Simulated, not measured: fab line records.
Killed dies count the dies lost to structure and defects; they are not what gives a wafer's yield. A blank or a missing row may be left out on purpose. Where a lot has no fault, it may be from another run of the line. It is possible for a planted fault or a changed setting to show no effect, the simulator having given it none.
Lot-split experiment / flow n5_finfet / 39 wafers read across 7 lots, on a route 1938 steps long

## SPLIT DETAILS
At N5_BEOL_M1_ILD_DEP_00 (deposits SiOC from DEMS/O2, target thk 79 nm, time 15.3 s), the setting target_thk_a was moved away from the recipe's 790 angstrom on 15 of the 39 wafers read, by -54.7% to +21.5%. The other wafers ran this setting at the recipe's value.

The file shows no step between the split and the reading.

## THE READING
M1_ILD_THK at N5_BEOL_M1_THK_MEAS_01, in nm. On this fab line, fault-free wafers typically give 79.4 nm with a standard deviation of 1.1 nm.

wafer=L077.1; tool, chamber at the split=pecvd-03, 1; target_thk_a as run, angstrom=790; against the recipe=recipe; M1_ILD_THK, nm=78.5; against lot-mates on the recipe=-
wafer=L077.2; tool, chamber at the split=pecvd-03, 0; target_thk_a as run, angstrom=790; against the recipe=recipe; M1_ILD_THK, nm=79.6; against lot-mates on the recipe=-
wafer=L077.3; tool, chamber at the split=pecvd-03, 2; target_thk_a as run, angstrom=790; against the recipe=recipe; M1_ILD_THK, nm=78.2; against lot-mates on the recipe=-
wafer=L077.4; tool, chamber at the split=pecvd-03, 2; target_thk_a as run, angstrom=394.2; against the recipe=-50.1%; M1_ILD_THK, nm=39.1; against lot-mates on the recipe=-39.7
wafer=L077.5; tool, chamber at the split=pecvd-03, 1; target_thk_a as run, angstrom=394.2; against the recipe=-50.1%; M1_ILD_THK, nm=41.0; against lot-mates on the recipe=-37.8
wafer=L077.6; tool, chamber at the split=pecvd-03, 0; target_thk_a as run, angstrom=394.2; against the recipe=-50.1%; M1_ILD_THK, nm=40.0; against lot-mates on the recipe=-38.8
wafer=L080.1; tool, chamber at the split=pecvd-02, 1; target_thk_a as run, angstrom=429.3; against the recipe=-45.7%; M1_ILD_THK, nm=42.8; against lot-mates on the recipe=-36.7
wafer=L080.2; tool, chamber at the split=pecvd-02, 2; target_thk_a as run, angstrom=790; against the recipe=recipe; M1_ILD_THK, nm=79.6; against lot-mates on the recipe=-
wafer=L080.3; tool, chamber at the split=pecvd-02, 0; target_thk_a as run, angstrom=429.3; against the recipe=-45.7%; M1_ILD_THK, nm=43.0; against lot-mates on the recipe=-36.5
wafer=L080.4; tool, chamber at the split=pecvd-02, 0; target_thk_a as run, angstrom=790; against the recipe=recipe; M1_ILD_THK, nm=79.0; against lot-mates on the recipe=-
wafer=L080.5; tool, chamber at the split=pecvd-02, 2; target_thk_a as run, angstrom=429.3; against the recipe=-45.7%; M1_ILD_THK, nm=44.2; against lot-mates on the recipe=-35.3
wafer=L080.6; tool, chamber at the split=pecvd-02, 1; target_thk_a as run, angstrom=790; against the recipe=recipe; M1_ILD_THK, nm=79.9; against lot-mates on the recipe=-
wafer=L084.1; tool, chamber at the split=pecvd-02, 1; target_thk_a as run, angstrom=790; against the recipe=recipe; M1_ILD_THK, nm=79.2; against lot-mates on the recipe=-
wafer=L084.2; tool, chamber at the split=pecvd-02, 0; target_thk_a as run, angstrom=790; against the recipe=recipe; M1_ILD_THK, nm=78.5; against lot-mates on the recipe=-
wafer=L084.3; tool, chamber at the split=pecvd-02, 2; target_thk_a as run, angstrom=790; against the recipe=recipe; M1_ILD_THK, nm=77.5; against lot-mates on the recipe=-
wafer=L084.4; tool, chamber at the split=pecvd-02, 2; target_thk_a as run, angstrom=790; against the recipe=recipe; M1_ILD_THK, nm=80.3; against lot-mates on the recipe=-
wafer=L084.5; tool, chamber at the split=pecvd-02, 0; target_thk_a as run, angstrom=790; against the recipe=recipe; M1_ILD_THK, nm=79.7; against lot-mates on the recipe=-
wafer=L084.6; tool, chamber at the split=pecvd-02, 1; target_thk_a as run, angstrom=790; against the recipe=recipe; M1_ILD_THK, nm=79.6; against lot-mates on the recipe=-
wafer=L085.1; tool, chamber at the split=pecvd-03, 0; target_thk_a as run, angstrom=790; against the recipe=recipe; M1_ILD_THK, nm=79.5; against lot-mates on the recipe=-
wafer=L085.5; tool, chamber at the split=pecvd-03, 0; target_thk_a as run, angstrom=790; against the recipe=recipe; M1_ILD_THK, nm=80.4; against lot-mates on the recipe=-
wafer=L085.6; tool, chamber at the split=pecvd-03, 1; target_thk_a as run, angstrom=790; against the recipe=recipe; M1_ILD_THK, nm=80.1; against lot-mates on the recipe=-
wafer=L087.1; tool, chamber at the split=pecvd-01, 0; target_thk_a as run, angstrom=790; against the recipe=recipe; M1_ILD_THK, nm=77.3; against lot-mates on the recipe=-
wafer=L087.2; tool, chamber at the split=pecvd-01, 2; target_thk_a as run, angstrom=959.6; against the recipe=+21.5%; M1_ILD_THK, nm=96.7; against lot-mates on the recipe=+17.6
wafer=L087.3; tool, chamber at the split=pecvd-01, 1; target_thk_a as run, angstrom=790; against the recipe=recipe; M1_ILD_THK, nm=80.0; against lot-mates on the recipe=-
wafer=L087.4; tool, chamber at the split=pecvd-01, 1; target_thk_a as run, angstrom=959.6; against the recipe=+21.5%; M1_ILD_THK, nm=98.2; against lot-mates on the recipe=+19.1
wafer=L087.5; tool, chamber at the split=pecvd-01, 0; target_thk_a as run, angstrom=959.6; against the recipe=+21.5%; M1_ILD_THK, nm=96.3; against lot-mates on the recipe=+17.2
wafer=L087.6; tool, chamber at the split=pecvd-01, 2; target_thk_a as run, angstrom=790; against the recipe=recipe; M1_ILD_THK, nm=79.9; against lot-mates on the recipe=-
wafer=L092.1; tool, chamber at the split=pecvd-01, 1; target_thk_a as run, angstrom=358.1; against the recipe=-54.7%; M1_ILD_THK, nm=37.2; against lot-mates on the recipe=-42.8
wafer=L092.2; tool, chamber at the split=pecvd-01, 0; target_thk_a as run, angstrom=358.1; against the recipe=-54.7%; M1_ILD_THK, nm=35.1; against lot-mates on the recipe=-44.9
wafer=L092.3; tool, chamber at the split=pecvd-01, 2; target_thk_a as run, angstrom=790; against the recipe=recipe; M1_ILD_THK, nm=78.6; against lot-mates on the recipe=-
wafer=L092.4; tool, chamber at the split=pecvd-01, 2; target_thk_a as run, angstrom=790; against the recipe=recipe; M1_ILD_THK, nm=80.0; against lot-mates on the recipe=-
wafer=L092.5; tool, chamber at the split=pecvd-01, 0; target_thk_a as run, angstrom=358.1; against the recipe=-54.7%; M1_ILD_THK, nm=36.4; against lot-mates on the recipe=-43.6
wafer=L092.6; tool, chamber at the split=pecvd-01, 1; target_thk_a as run, angstrom=790; against the recipe=recipe; M1_ILD_THK, nm=81.5; against lot-mates on the recipe=-
wafer=L093.1; tool, chamber at the split=pecvd-03, 0,2; target_thk_a as run, angstrom=790; against the recipe=recipe; M1_ILD_THK, nm=78.0; against lot-mates on the recipe=-
wafer=L093.2; tool, chamber at the split=pecvd-03, 0,2; target_thk_a as run, angstrom=790; against the recipe=recipe; M1_ILD_THK, nm=77.9; against lot-mates on the recipe=-
wafer=L093.3; tool, chamber at the split=pecvd-03, 1; target_thk_a as run, angstrom=436.8; against the recipe=-44.7%; M1_ILD_THK, nm=43.2; against lot-mates on the recipe=-35.4
wafer=L093.4; tool, chamber at the split=pecvd-03, 2; target_thk_a as run, angstrom=436.8; against the recipe=-44.7%; M1_ILD_THK, nm=41.7; against lot-mates on the recipe=-36.9
wafer=L093.5; tool, chamber at the split=pecvd-03, 1; target_thk_a as run, angstrom=790; against the recipe=recipe; M1_ILD_THK, nm=79.8; against lot-mates on the recipe=-
wafer=L093.6; tool, chamber at the split=pecvd-03, 0; target_thk_a as run, angstrom=436.8; against the recipe=-44.7%; M1_ILD_THK, nm=44.0; against lot-mates on the recipe=-34.6
Where a row lists several chambers, the file gives one row for several wafers and doesn't say which wafer went through which chamber.

FIT RESULTS
A straight line over all 39 wafers: M1_ILD_THK changes by +0.795 nm for each +1% of target_thk_a; r = +1.00; the points scatter about the line by 1 nm.
The same after taking each lot's own level away (the mean of its wafers on the recipe; 39 wafers): +0.795 nm for each +1%; r = +1.00; scatter 0.96 nm.
On that fit, the largest move of target_thk_a shifts the reading by 43 nm.
Measured against the standard deviation above, the lots' own levels, which go from 78.57 to 80.03 nm, span 1.3 times it.
The two slopes are in agreement: the lot-to-lot level therefore moves the slope only a little.
Check: for one of the wafers moved furthest among these (-54.7%), held out of the fit, the line's prediction against its lot-mates is -43.4 nm. Against them it came out at -42.8 nm.

## THE OTHER SPLITS THESE WAFERS WENT THROUGH
Before the reading, these wafers also passed through other splits. Each is held against what the fit with the lots' levels taken away leaves over:
other split on the same wafers=N5_ZERO_LAYER_DEVELOP_10 develop_time_s; wafers away from the commonest value=18; r with M1_ILD_THK (lot level and that fit taken away)=-0.08
other split on the same wafers=N5_SD_EPI_N_ETCH_16 target_depth_a; wafers away from the commonest value=12; r with M1_ILD_THK (lot level and that fit taken away)=+0.06
other split on the same wafers=N5_HKMG_FIN_HK_ALD_01 ald_cycles; wafers away from the commonest value=6; r with M1_ILD_THK (lot level and that fit taken away)=-0.10
other split on the same wafers=N5_GATE_CUT_DESCUM_18 time_s; wafers away from the commonest value=9; r with M1_ILD_THK (lot level and that fit taken away)=+0.23

## THE WHOLE CHAIN: every reading that the file lists as answering this split, in the file's order
step=N5_BEOL_M1_ILD_DEP_00; what it does=deposits SiOC from DEMS/O2, target thk 79 nm, time 15.3 s; reading=SiOC_of_BEOL_M1_ILD_DEP_00.thk_nm (the simulator's own value, which no gauge read); change (the file's fit)=+0.794 nm for each +1% of the setting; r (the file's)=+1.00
step=N5_BEOL_M1_THK_MEAS_01; what it does=; reading=M1_ILD_THK; change (the file's fit)=+0.793 for each +1% of the setting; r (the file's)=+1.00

## THE FILE'S OWN FIT
M1_ILD_THK changes by +0.793 nm for each +1% of target_thk_a, r = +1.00.
